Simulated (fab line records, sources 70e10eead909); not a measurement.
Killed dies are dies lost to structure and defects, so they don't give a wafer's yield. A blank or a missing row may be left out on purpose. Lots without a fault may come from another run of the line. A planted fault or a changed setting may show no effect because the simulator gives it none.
Chamber matching | flow nand_harc | NHARC_A_CHANNEL_FILL_D1_ETCHBACK_20 on rie_diel-01: 4 sister chambers
The step etches the open film in C4F8/O2/Ar, target depth 27 nm, time 13.5 s. 4 wafers are shown with their chamber, then 9 later ones without.

WAFERS WITH THEIR CHAMBER
wafer  | chamber | rf_vpp_V (V)
L085.4 | 0       | 980
L087.3 | 2       | 976
L087.4 | 3       | 976
L087.5 | 1       | 976

WAFERS WITHOUT THEIR CHAMBER
wafer  | rf_vpp_V (V)
L090.3 | 981
L090.4 | 976
L090.5 | 980
L094.3 | 980
L094.4 | 974
L094.5 | 980
L097.2 | 974
L097.3 | 981
L097.6 | 975

WHICH CHAMBER EACH WENT THROUGH
wafer  | from the rows above          | in truth
L090.3 | 0                            | 0
L090.4 | can't be placed: 1 or 2 or 3 | 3
L090.5 | 0                            | 0
L094.3 | 0                            | 0
L094.4 | can't be placed: 1 or 2 or 3 | 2
L094.5 | 0                            | 0
L097.2 | can't be placed: 1 or 2 or 3 | 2
L097.3 | 0                            | 0
L097.6 | can't be placed: 1 or 2 or 3 | 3
Placed correctly: 5 of 9. Can't be placed from these rows: 4 (the true chamber is among the candidates in 4). Placed wrongly: 0.
How it was worked out, from the rows above alone: a wafer's distance from a chamber is the root of the sum, over the readings, of the square of ((its reading less the chamber's mean) divided by the reading's scatter). The wafer belongs to the nearest chamber; if the next one is less than 2 further off, it can't be placed. A chamber's mean is the mean of its shown wafers. The scatter: with one shown wafer a chamber, the root of the mean of the squares of how far each hidden wafer lies from its nearest shown one.
